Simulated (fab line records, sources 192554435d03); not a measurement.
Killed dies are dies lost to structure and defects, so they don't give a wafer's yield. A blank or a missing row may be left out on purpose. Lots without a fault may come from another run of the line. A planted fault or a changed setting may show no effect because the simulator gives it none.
fab line records | flow n5_finfet
record lots=7 wafers=39
route steps=1938 shown WELL_APT@26 FIN_CUT@175 SD_EPI_N@269 HKMG_FIN@403 MOL_CONTACT_COAG@613 BEOL_M0_SAQP@672 BEOL_M2@904 BEOL_M3@980 BEOL_M6@1251 BEOL_M8@1332 BEOL_M11@1536 BEOL_M12@1650 BEOL_M14@1749 TV_OPEN@1890 PASSIVATION@1936
start_h: hours from the record's first day to the start of the lot's first wafer shown | wait_h: hours since the lot's step before | " the same as in the row above | L1.1+2: a row that stands for several wafers | - no value, or no start given | * or withheld: withheld | < > ~ a bound
route shown NAME@n: a module of which the file shows steps, and the number in the route of the first | usual: mean/standard deviation of fault-free wafers | same: alike in all rows | chamber/n: place in a boat | sites: the reading at each site | _std_site: their standard deviation | _edge_site: outer sites' mean less inner sites' | radius_mm: how far each site lies from the wafer's centre | mask NAME#n: copy n | behind: the tool/chamber that last shaped the wafer | hold: why the lot was held/for how many hours/how that ended | device: the transistor (n, p or np) that didn't switch | end of line: the same wafers' tests at the end of the route | a step without rows: its recipe alone | killed: dies lost to structure and defects at the first sort, not the wafer's yield | map: a wafer's dies, x killed, . not, _ none there
set.NAME: the setting as run; set.NAME@STEP: as run at that earlier step | model.NAME: the simulator's own value behind a step, which no gauge read
lots whose settings were changed on purpose; a table a step, a row a wafer
## steps
# step N5_WELL_APT_DEVELOP_07
# recipe develop_time_s=45 rinse_liquid=surfactant_rinse dry=air_spin dev_temp_c=21
# step N5_FIN_CUT_PRECLEAN_35
# recipe time_s=13.3 temp_c=45 pressure_torr=125 p_hf_torr=3 p_coreactant_torr=25 chemistry=vHF
# step N5_SD_EPI_N_DEVELOP_08
# recipe develop_time_s=30 developer=TMAH resist=CAR-ArF-block dev_temp_c=23 rinse_liquid=diw dry=air_spin
# step N5_HKMG_FIN_ETCH_55
# recipe chemistry=N2/H2 target=SOC target_depth_a=2400 temp_c=40 time_s=300 ion_energy_ev=200 mask_material=SiARC pressure_mtorr=30 source_w=840 bias_w=150 n2_flow_sccm=200 h2_flow_sccm=200
# step N5_MOL_CONTACT_COAG_ETCHBACK_136
# recipe chemistry=CHF3 target=SiO2 target_depth_a=250 time_s=16.7 ion_energy_ev=200 pressure_mtorr=30 source_w=610 bias_w=170 Ar_flow_sccm=200 CHF3_flow_sccm=50
# step N5_BEOL_M0_SAQP_ETCH_106
# recipe chemistry=N2/H2 target=SOC target_depth_a=1500 stop_on=SiNx ion_energy_ev=100 bias_w=61 pressure_mtorr=30 source_w=850 n2_flow_sccm=200 h2_flow_sccm=200
# step N5_BEOL_M2_SPUTTER_48
# recipe material=Cu target_thk_a=45 temp_c=-20 chamber_pressure_pa=0.07 power_w=withheld time_s=8.29
# step N5_BEOL_M3_TRENCH_ETCH_37
# recipe chemistry=C4F6/O2 target_depth_a=555.55 target=SiOC time_s=29.2 ion_energy_ev=250 pressure_mtorr=30 source_w=355 bias_w=185 Ar_flow_sccm=300 C4F6_flow_sccm=10 O2_flow_sccm=10
# step N5_BEOL_M6_ALD_77
# recipe material=TaN target_thk_a=20 temp_c=275 ald_precursor_family=PDMAT ald_co_reactant=NH3 pressure_torr=3 carrier_flow_sccm=1500 pulse_time_s=2 purge_time_s=3 co_reactant_purge_time_s=2 co_reactant_pulse_time_s=3 ald_cycles=40 precursor_vessel_temp_c=75 precursor_vessel_pressure_torr=26.25 precursor_vessel_carrier_sccm=1000
# step N5_BEOL_M8_ILD_DEP_00
# recipe material=SiCOH_lowk target_thk_a=1797.5 temp_c=300 precursor=DEMS/porogen pressure_torr=5 rf_w=500 time_s=33.4
# step N5_BEOL_M11_ILD_DEP_00
# recipe material=SiCOH_lowk target_thk_a=3085.1 temp_c=300 precursor=DEMS/porogen pressure_torr=5 rf_w=500 time_s=58
# step N5_BEOL_M12_SPUTTER_45
# recipe material=Cu target_thk_a=800 temp_c=-20 bias_v=60 power_w=26000 chamber_pressure_pa=0.13 time_s=13.33
# step N5_BEOL_M14_DESCUM_33
# recipe chemistry=O2 time_s=7.9 source_power_w=50 bias_power_w=20 pressure_mtorr=20 rf_frequency_hz=2.712e+07 temp_c=40 o2_flow_sccm=225
# step N5_PASSIVATION_ETCH_15
# recipe chemistry=CF4/N2 target=SiCN target_depth_a=750 taper_deg=2 time_s=81.2 ion_energy_ev=150 mask_material=SiNx pressure_mtorr=40 source_w=430 bias_w=70 Ar_flow_sccm=100 cf4_flow_sccm=60 n2_flow_sccm=60
# step N5_PASSIVATION_PROBE_49
# usual sort_bin_6_memory=3.2/0.66
# columns lot.wafer tool chamber start_h wait_h set.develop_time_s@WELL_APT_DEVELOP_07 set.time_s@FIN_CUT_PRECLEAN_35 set.develop_time_s@SD_EPI_N_DEVELOP_08 set.time_s@HKMG_FIN_ETCH_55 set.target_depth_a@MOL_CONTACT_COAG_ETCHBACK_136 set.target_depth_a@BEOL_M0_SAQP_ETCH_106 set.time_s@BEOL_M2_SPUTTER_48 set.time_s@BEOL_M3_TRENCH_ETCH_37 set.ald_cycles@BEOL_M6_ALD_77 set.target_thk_a@BEOL_M8_ILD_DEP_00 set.time_s@BEOL_M11_ILD_DEP_00 set.time_s@BEOL_M12_SPUTTER_45 set.time_s@BEOL_M14_DESCUM_33 set.target_depth_a@PASSIVATION_ETCH_15 sort_bin_6_memory[%]
L075.1 prober-01 - 279.03 0.0 45 10.41 42.16 300 250 1500 3.843 41.03 40 839.3 58 8.53 4.637 750 5.3
L075.2 prober-01 - 279.08 0.1 45 10.41 30 234.3 121.5 1500 8.29 41.03 40 1797.5 70.12 8.53 7.9 750 4.4
L075.3 prober-01 - 279.13 0.1 45 10.41 30 234.3 250 1500 8.29 41.03 54 1797.5 58 13.33 7.9 750 3.4
L075.4 prober-01 - 279.18 0.2 45 13.3 42.16 300 250 1500 8.29 29.2 40 839.3 70.12 13.33 4.637 750 3.0
L075.5 prober-01 - 279.23 0.2 45 13.3 30 300 121.5 1500 3.843 29.2 54 839.3 70.12 8.53 7.9 750 4.3
L075.6 prober-01 - 279.28 0.3 45 13.3 42.16 234.3 121.5 1500 3.843 29.2 54 1797.5 58 13.33 4.637 750 3.2
L076.1 prober-02 - 279.56 0.0 45 13.3 30 300 211.5 1500 5.4 29.2 56 1797.5 58 6.304 7.9 750 7.6
L076.2 prober-02 - 279.61 0.1 45 13.3 30 300 250 1500 8.29 15.55 56 1797.5 78.9 6.304 7.9 324.3 6.4
L076.3 prober-02 - 279.66 0.1 45 13.3 25.28 300 250 1500 8.29 29.2 40 1797.5 58 13.33 7.9 324.3 3.2
L076.4 prober-02 - 279.71 0.2 45 13.3 25.28 300 250 1500 5.4 15.55 56 1797.5 78.9 13.33 7.9 750 3.1
L076.5 prober-02 - 279.76 0.2 45 13.3 25.28 300 211.5 1500 5.4 29.2 40 1797.5 78.9 13.33 7.9 324.3 2.9
L076.6 prober-02 - 279.81 0.3 45 13.3 30 300 211.5 1500 8.29 15.55 40 1797.5 58 6.304 7.9 750 6.9
L085.1 prober-01 - 340.80 0.0 45 10.18 30 417 250 1500 11.03 29.2 40 934 74.73 8.505 5.223 750 3.6
L085.2 prober-01 - 340.85 0.1 45 10.18 30 300 356.5 2016 11.03 29.2 40 1797.5 58 13.33 5.223 750 2.9
L085.3 prober-01 - 340.90 0.1 35.43 13.3 30 300 356.5 2016 8.29 29.2 64 1797.5 58 8.505 5.223 750 4.4
L085.4 prober-01 - 340.95 0.2 45 13.3 30 300 250 1500 8.29 29.2 40 1797.5 74.73 8.505 7.9 750 4.0
L085.5 prober-01 - 341.00 0.2 35.43 13.3 30 417 356.5 1500 11.03 29.2 64 934 58 13.33 7.9 750 3.6
L085.6 prober-01 - 341.05 0.3 35.43 10.18 30 417 250 2016 8.29 29.2 64 934 74.73 13.33 7.9 750 4.2
L089.1 prober-01 - 362.12 0.0 45 13.3 30 300 250 1500 8.29 29.2 40 1797.5 58 13.33 7.9 750 3.2
L089.2 prober-01 - 362.17 0.1 45 13.3 30 300 250 1500 8.29 29.2 40 1797.5 58 13.33 7.9 750 2.6
L089.3 prober-01 - 362.22 0.1 45 13.3 30 300 250 1500 8.29 29.2 40 1797.5 58 13.33 7.9 750 2.5
L092.1 prober-02 - 391.78 0.0 23.44 13.3 30 300 250 1500 6.554 29.2 40 1797.5 58 13.33 10.32 1068 2.6
L092.2 prober-02 - 391.83 0.1 23.44 10.11 40.72 300 250 1500 8.29 29.2 40 1797.5 86.99 13.33 7.9 750 3.0
L092.3 prober-02 - 391.88 0.1 45 10.11 30 300 352.7 1500 6.554 29.2 52 724.1 58 13.33 7.9 1068 3.4
L092.4 prober-02 - 391.93 0.2 45 10.11 40.72 300 352.7 1500 6.554 29.2 40 724.1 86.99 13.33 7.9 750 2.8
L092.5 prober-02 - 391.98 0.2 23.44 13.3 30 300 352.7 1500 8.29 29.2 52 1797.5 58 13.33 10.32 750 2.3
L092.6 prober-02 - 392.03 0.3 45 13.3 40.72 300 250 1500 8.29 29.2 52 724.1 86.99 13.33 10.32 1068 3.4
L095.1 prober-02 - 405.17 0.0 45 13.3 30 370.3 377.7 1500 8.29 29.2 40 2522 58 8.25 7.9 750 4.2
L095.2 prober-02 - 405.22 0.1 45 13.3 30 370.3 250 1500 4.682 29.2 40 1797.5 58 8.25 4.999 501.4 4.3
L095.3 prober-02 - 405.27 0.1 45 13.3 15.32 370.3 250 1500 8.29 29.2 40 1797.5 58 13.33 7.9 750 2.6
L095.4 prober-02 - 405.32 0.2 45 13.3 15.32 300 377.7 1500 4.682 29.2 40 1797.5 58 13.33 4.999 750 2.9
L095.5 prober-02 - 405.37 0.2 45 13.3 30 300 250 1500 8.29 29.2 40 2522 58 13.33 4.999 501.4 2.3
L095.6 prober-02 - 405.42 0.3 45 13.3 15.32 300 377.7 1500 4.682 29.2 40 2522 58 8.25 7.9 501.4 4.2
L097.1 prober-02 - 436.37 0.0 45 13.3 30 300 250 2156 8.29 24.06 40 1797.5 58 13.33 6.401 1035 2.9
L097.2 prober-02 - 436.42 0.1 45 13.3 30 159.8 250 1500 8.29 29.2 53 1797.5 24.05 10.92 6.401 1035 2.4
L097.3 prober-02 - 436.47 0.1 45 13.3 30 159.8 250 2156 8.29 24.06 53 1797.5 58 10.92 7.9 1035 3.6
L097.4 prober-02 - 436.52 0.2 45 13.3 30 300 250 2156 8.29 29.2 53 1797.5 24.05 13.33 6.401 750 3.7
L097.5 prober-02 - 436.57 0.2 45 13.3 30 300 250 1500 8.29 29.2 40 1797.5 58 13.33 7.9 750 2.3
L097.6 prober-02 - 436.62 0.3 45 13.3 30 159.8 250 1500 8.29 24.06 40 1797.5 24.05 10.92 7.9 750 2.6
# killed by level:class
L075.1 BEOL_M8:area_dep=1027 BEOL_M12:interface_void_opened=40 FIN_SAQP:geometric_particle:open=16 MOL_CONTACT_COAG:geometric_particle:open=13 BEOL_M3:geometric_particle:open=12 FIN_SAQP:geometric_particle:short=10 BEOL_M0_SAQP:geometric_particle:open=5 MOL_CONTACT_COAG:geometric_particle:short=5
L075.2 MOL_CONTACT_COAG:area_etch=1038 BEOL_M12:interface_void_opened=28 MOL_CONTACT_COAG:geometric_particle:open=16 STI_FIN_REVEAL:geometric_particle:open=12 FIN_SAQP:geometric_particle:short=8 BEOL_M3:geometric_particle:open=8 FIN_SAQP:geometric_particle:open=7 MOL_CONTACT_COAG:geometric_particle:short=7
L075.3 FIN_SAQP:geometric_particle:open=15 BEOL_M3:geometric_particle:open=15 BEOL_M0_SAQP:geometric_particle:short=14 BEOL_M0_SAQP:geometric_particle:open=13 FIN_SAQP:geometric_particle:short=11 BEOL_M1:geometric_particle:open=7 MOL_CONTACT_COAG:geometric_particle:open=5 MIM_TOP:geometric_particle:short=4
L075.4 BEOL_M8:area_dep=1070 FIN_SAQP:geometric_particle:open=11 MOL_CONTACT_COAG:geometric_particle:open=11 BEOL_M3:geometric_particle:open=11 STI_FIN_REVEAL:geometric_particle:open=5 STARTING-WAFER:geometric_particle:open=5 STARTING-WAFER:geometric_particle:short=5 DUMMY_GATE:geometric_particle:open=4
L075.5 MOL_CONTACT_COAG:area_etch=1038 BEOL_M12:interface_void_opened=31 STI_FIN_REVEAL:geometric_particle:open=10 BEOL_M3:geometric_particle:open=10 FIN_SAQP:geometric_particle:short=9 MOL_CONTACT_COAG:geometric_particle:open=9 BEOL_M0_SAQP:geometric_particle:short=9 BEOL_M5:geometric_particle:open=7
L075.6 MOL_CONTACT_COAG:area_etch=1075 FIN_SAQP:geometric_particle:short=16 FIN_SAQP:geometric_particle:open=13 BEOL_M2:geometric_particle:open=10 BEOL_M3:geometric_particle:open=8 BEOL_M2:interface_void_opened=7 STI_FIN_REVEAL:geometric_particle:open=6 DUMMY_GATE:geometric_particle:open=5
L076.1 BEOL_M12:interface_void_opened=111 STI_FIN_REVEAL:geometric_particle:open=12 MOL_CONTACT_COAG:geometric_particle:open=11 BEOL_M0_SAQP:geometric_particle:short=9 FIN_SAQP:geometric_particle:open=8 BEOL_M0_SAQP:geometric_particle:open=8 MOL_CONTACT_COAG:geometric_particle:short=7 FIN_SAQP:geometric_particle:short=6
L076.2 BEOL_M11:area_etch=954 BEOL_M12:interface_void_opened=127 MOL_CONTACT_COAG:geometric_particle:open=20 STI_FIN_REVEAL:geometric_particle:open=11 BEOL_M4:geometric_particle:open=9 FIN_SAQP:geometric_particle:short=8 FIN_SAQP:geometric_particle:open=8 BEOL_M1:geometric_particle:open=6
L076.3 TV_OPEN:area_etch=1082 MOL_CONTACT_COAG:geometric_particle:open=15 BEOL_M4:geometric_particle:open=15 BEOL_M0_SAQP:geometric_particle:short=7 BEOL_M0_SAQP:geometric_particle:open=7 BEOL_M2:geometric_particle:open=6 FIN_SAQP:geometric_particle:open=5 FIN_SAQP:geometric_particle:short=5
L076.4 BEOL_M11:area_etch=1069 MOL_CONTACT_COAG:geometric_particle:open=16 BEOL_M2:geometric_particle:open=13 FIN_SAQP:geometric_particle:open=10 FIN_SAQP:geometric_particle:short=9 BEOL_M0_SAQP:geometric_particle:short=9 STI_FIN_REVEAL:geometric_particle:open=6 BEOL_M2:interface_void_opened=4
L076.5 BEOL_M11:area_etch=1091 MOL_CONTACT_COAG:geometric_particle:open=21 DUMMY_GATE:geometric_particle:open=9 FIN_SAQP:geometric_particle:open=6 BEOL_M0_SAQP:geometric_particle:short=6 BEOL_M0_SAQP:geometric_particle:open=5 GATE_CUT:geometric_particle:short=4 MOL_CONTACT_COAG:geometric_particle:short=4
L076.6 BEOL_M12:interface_void_opened=126 MOL_CONTACT_COAG:geometric_particle:open=19 FIN_SAQP:geometric_particle:open=11 BEOL_M0_SAQP:geometric_particle:open=8 DUMMY_GATE:geometric_particle:open=7 FIN_SAQP:geometric_particle:short=5 MOL_CONTACT_COAG:geometric_particle:short=4 GATE_CUT:geometric_particle:open=3
L085.1 BEOL_M8:area_dep=1012 BEOL_M12:interface_void_opened=36 BEOL_M11:area_etch=31 FIN_SAQP:geometric_particle:open=13 BEOL_M0_SAQP:geometric_particle:open=13 BEOL_M3:geometric_particle:open=8 FIN_SAQP:geometric_particle:short=8 BEOL_M0_SAQP:geometric_particle:short=8
L085.2 FIN_SAQP:geometric_particle:short=9 MOL_CONTACT_COAG:geometric_particle:open=8 BEOL_M1:geometric_particle:open=7 BEOL_M4:geometric_particle:open=7 STARTING-WAFER:geometric_particle:short=6 DUMMY_GATE:geometric_particle:open=5 FIN_SAQP:geometric_particle:open=4 BEOL_M0_SAQP:geometric_particle:short=4
L085.3 BEOL_M12:interface_void_opened=34 BEOL_M4:geometric_particle:open=21 FIN_SAQP:geometric_particle:open=13 BEOL_M1:geometric_particle:open=12 FIN_SAQP:geometric_particle:short=11 GATE_CUT:geometric_particle:open=8 GATE_CUT:geometric_particle:short=6 BEOL_M0:geometric_particle:open=6
L085.4 BEOL_M11:area_etch=1054 BEOL_M12:interface_void_opened=28 MOL_CONTACT_COAG:geometric_particle:open=13 BEOL_M4:geometric_particle:open=10 GATE_CUT:geometric_particle:short=7 STI_FIN_REVEAL:geometric_particle:open=6 BEOL_M1:geometric_particle:open=6 FIN_SAQP:geometric_particle:open=5
L085.5 BEOL_M8:area_dep=1050 FIN_SAQP:geometric_particle:short=13 GATE_CUT:geometric_particle:short=12 STI_FIN_REVEAL:geometric_particle:open=10 BEOL_M0_SAQP:geometric_particle:open=9 BEOL_M0_SAQP:geometric_particle:short=8 FIN_SAQP:geometric_particle:open=6 GATE_CUT:geometric_particle:open=6
L085.6 BEOL_M8:area_dep=1006 BEOL_M11:area_etch=30 FIN_SAQP:geometric_particle:open=15 BEOL_M1:geometric_particle:open=14 STI_FIN_REVEAL:geometric_particle:open=12 MOL_CONTACT_COAG:geometric_particle:open=11 BEOL_M2:geometric_particle:open=9 BEOL_M4:geometric_particle:open=9
L089.1 MOL_CONTACT_COAG:geometric_particle:open=10 BEOL_M4:geometric_particle:open=8 DUMMY_GATE:geometric_particle:short=6 DUMMY_GATE:geometric_particle:open=6 GATE_CUT:geometric_particle:short=6 BEOL_M0_SAQP:geometric_particle:open=6 MOL_CONTACT_COAG:geometric_particle:short=5 BEOL_M3:geometric_particle:short=5
L089.2 MOL_CONTACT_COAG:geometric_particle:open=13 FIN_SAQP:geometric_particle:open=8 BEOL_M4:geometric_particle:open=8 BEOL_M0_SAQP:geometric_particle:short=7 BEOL_M6:geometric_particle:open=6 STI_FIN_REVEAL:geometric_particle:open=4 BEOL_M3:geometric_particle:short=4 BEOL_M5:geometric_particle:open=4
L089.3 GATE_CUT:geometric_particle:short=9 FIN_SAQP:geometric_particle:open=7 MOL_CONTACT_COAG:geometric_particle:open=7 FIN_SAQP:geometric_particle:short=6 STI_FIN_REVEAL:geometric_particle:open=6 BEOL_M0_SAQP:geometric_particle:open=6 BEOL_M0_SAQP:geometric_particle:short=6 GATE_CUT:geometric_particle:open=4
L092.1 BEOL_M4:geometric_particle:open=11 FIN_SAQP:geometric_particle:open=9 BEOL_M3:geometric_particle:open=9 BEOL_M0_SAQP:geometric_particle:short=7 BEOL_M0_SAQP:geometric_particle:open=7 FIN_SAQP:geometric_particle:short=6 STI_FIN_REVEAL:geometric_particle:open=6 BEOL_M1:geometric_particle:open=5
L092.2 BEOL_M11:area_etch=1082 FIN_SAQP:geometric_particle:open=18 FIN_SAQP:geometric_particle:short=12 STI_FIN_REVEAL:geometric_particle:open=7 MOL_CONTACT_COAG:geometric_particle:open=7 BEOL_M0_SAQP:geometric_particle:open=5 BEOL_M1:geometric_particle:open=5 BEOL_M2:geometric_particle:open=5
L092.3 BEOL_M8:area_dep=1080 BEOL_M4:geometric_particle:open=13 FIN_SAQP:geometric_particle:short=12 MOL_CONTACT_COAG:geometric_particle:open=10 FIN_SAQP:geometric_particle:open=9 STI_FIN_REVEAL:geometric_particle:open=8 BEOL_M2:geometric_particle:open=8 BEOL_M3:geometric_particle:open=5
L092.4 BEOL_M8:area_dep=1099 BEOL_M4:geometric_particle:open=7 BEOL_M3:geometric_particle:open=7 FIN_SAQP:geometric_particle:short=6 BEOL_M0_SAQP:geometric_particle:open=6 BEOL_M11:area_etch=6 MOL_CONTACT_COAG:geometric_particle:open=5 BEOL_M0_SAQP:geometric_particle:short=4
L092.5 BEOL_M0_SAQP:geometric_particle:short=9 MOL_CONTACT_COAG:geometric_particle:open=8 BEOL_M2:geometric_particle:open=6 BEOL_M0_SAQP:geometric_particle:open=5 FIN_SAQP:geometric_particle:short=4 BEOL_M4:geometric_particle:short=4 BEOL_M3:geometric_particle:open=4 DUMMY_GATE:geometric_particle:short=3
L092.6 BEOL_M8:area_dep=1075 BEOL_M11:area_etch=9 BEOL_M4:geometric_particle:open=8 BEOL_M0_SAQP:geometric_particle:short=8 FIN_SAQP:geometric_particle:open=7 FIN_SAQP:geometric_particle:short=5 MOL_CONTACT_COAG:geometric_particle:open=5 BEOL_M0_SAQP:geometric_particle:open=5
L095.1 BEOL_M12:interface_void_opened=42 MOL_CONTACT_COAG:geometric_particle:open=13 GATE_CUT:geometric_particle:short=8 BEOL_M0_SAQP:geometric_particle:short=8 BEOL_M3:geometric_particle:open=7 MOL_CONTACT_COAG:geometric_particle:short=6 DUMMY_GATE:geometric_particle:open=5 FIN_SAQP:geometric_particle:open=4
L095.2 TV_OPEN:area_etch=1025 BEOL_M12:interface_void_opened=49 FIN_SAQP:geometric_particle:short=17 BEOL_M0_SAQP:geometric_particle:short=11 FIN_SAQP:geometric_particle:open=10 MOL_CONTACT_COAG:geometric_particle:open=8 BEOL_M4:geometric_particle:open=8 BEOL_M0_SAQP:geometric_particle:open=7
L095.3 FIN_SAQP:geometric_particle:short=12 BEOL_M0_SAQP:geometric_particle:open=10 MOL_CONTACT_COAG:geometric_particle:open=9 BEOL_M4:geometric_particle:open=6 BEOL_M1:geometric_particle:open=5 HKMG_FIN:area_etch=5 BEOL_M0_SAQP:geometric_particle:short=4 DUMMY_GATE:geometric_particle:open=3
L095.4 FIN_SAQP:geometric_particle:open=8 BEOL_M3:geometric_particle:open=8 FIN_SAQP:geometric_particle:short=7 GATE_CUT:geometric_particle:short=6 MOL_CONTACT_COAG:geometric_particle:open=6 BEOL_M2:geometric_particle:open=6 STARTING-WAFER:geometric_particle:open=6 BEOL_M3:geometric_particle:short=5
L095.5 BEOL_M8:area_etch=1089 FIN_SAQP:geometric_particle:open=8 GATE_CUT:geometric_particle:short=8 BEOL_M2:geometric_particle:open=8 MOL_CONTACT_COAG:geometric_particle:open=7 BEOL_M1:geometric_particle:open=5 BEOL_M0_SAQP:geometric_particle:open=5 BEOL_M0_SAQP:geometric_particle:short=5
L095.6 TV_OPEN:area_etch=1053 BEOL_M12:interface_void_opened=35 BEOL_M4:geometric_particle:open=8 GATE_CUT:geometric_particle:short=7 BEOL_M1:geometric_particle:open=7 FIN_SAQP:geometric_particle:short=6 FIN_SAQP:geometric_particle:open=6 MOL_CONTACT_COAG:geometric_particle:open=6
L097.1 FIN_SAQP:geometric_particle:short=13 BEOL_M3:geometric_particle:open=10 STI_FIN_REVEAL:geometric_particle:open=9 FIN_SAQP:geometric_particle:open=7 DUMMY_GATE:geometric_particle:open=5 MOL_CONTACT_COAG:geometric_particle:open=5 BEOL_M2:geometric_particle:open=4 DUMMY_GATE:geometric_particle:short=3
L097.2 BEOL_M11:area_dep=1092 BEOL_M3:geometric_particle:open=11 BEOL_M4:geometric_particle:open=7 FIN_SAQP:geometric_particle:short=6 FIN_SAQP:geometric_particle:open=6 MOL_CONTACT_COAG:geometric_particle:open=5 STARTING-WAFER:geometric_particle:open=5 STI_FIN_REVEAL:geometric_particle:open=4
L097.3 FIN_SAQP:geometric_particle:open=11 BEOL_M3:geometric_particle:open=11 MOL_CONTACT_COAG:geometric_particle:open=10 FIN_SAQP:geometric_particle:short=9 STARTING-WAFER:geometric_particle:open=7 BEOL_M0_SAQP:geometric_particle:open=5 BEOL_M0:geometric_particle:open=5 ILD0:geometric_particle:short=4
L097.4 BEOL_M11:area_dep=1080 FIN_SAQP:geometric_particle:open=16 FIN_SAQP:geometric_particle:short=10 BEOL_M2:geometric_particle:open=9 STI_FIN_REVEAL:geometric_particle:open=8 MOL_CONTACT_COAG:geometric_particle:open=7 BEOL_M3:geometric_particle:open=6 BEOL_M0_SAQP:geometric_particle:open=3
L097.5 FIN_SAQP:geometric_particle:open=18 BEOL_M3:geometric_particle:open=12 FIN_SAQP:geometric_particle:short=9 BEOL_M1:geometric_particle:open=5 BEOL_M2:geometric_particle:open=4 BEOL_M0_SAQP:geometric_particle:open=3 BEOL_M3:geometric_particle:short=3 BEOL_M10:geometric_particle:open=3
L097.6 BEOL_M11:area_dep=1075 STI_FIN_REVEAL:geometric_particle:open=10 FIN_SAQP:geometric_particle:open=9 MOL_CONTACT_COAG:geometric_particle:open=8 FIN_SAQP:geometric_particle:short=7 BEOL_M1:geometric_particle:open=7 BEOL_M3:geometric_particle:open=6 BEOL_M0_SAQP:geometric_particle:open=5
## key
split step=N5_WELL_APT_DEVELOP_07 setting=develop_time_s stated_as=45
response none clear
split step=N5_FIN_CUT_PRECLEAN_35 setting=time_s stated_as=13.3
response none clear
split step=N5_SD_EPI_N_DEVELOP_08 setting=develop_time_s stated_as=30
response none clear
split step=N5_HKMG_FIN_ETCH_55 setting=time_s stated_as=300
response none clear
split step=N5_MOL_CONTACT_COAG_ETCHBACK_136 setting=target_depth_a stated_as=250
response none clear
split step=N5_BEOL_M0_SAQP_ETCH_106 setting=target_depth_a stated_as=1500
response none clear
split step=N5_BEOL_M2_SPUTTER_48 setting=time_s stated_as=8.29
response none clear
split step=N5_BEOL_M3_TRENCH_ETCH_37 setting=time_s stated_as=29.2
response none clear
split step=N5_BEOL_M6_ALD_77 setting=ald_cycles stated_as=40
response none clear
split step=N5_BEOL_M8_ILD_DEP_00 setting=target_thk_a stated_as=1797.5
response none clear
split step=N5_BEOL_M11_ILD_DEP_00 setting=time_s stated_as=58
response none clear
split step=N5_BEOL_M12_SPUTTER_45 setting=time_s stated_as=13.33
response step=N5_PASSIVATION_PROBE_49 reading=sort_bin_6_memory slope=-0.0467 per=1% together_with=all explained=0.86
split step=N5_BEOL_M14_DESCUM_33 setting=time_s stated_as=7.9
response none clear
split step=N5_PASSIVATION_ETCH_15 setting=target_depth_a stated_as=750
response none clear
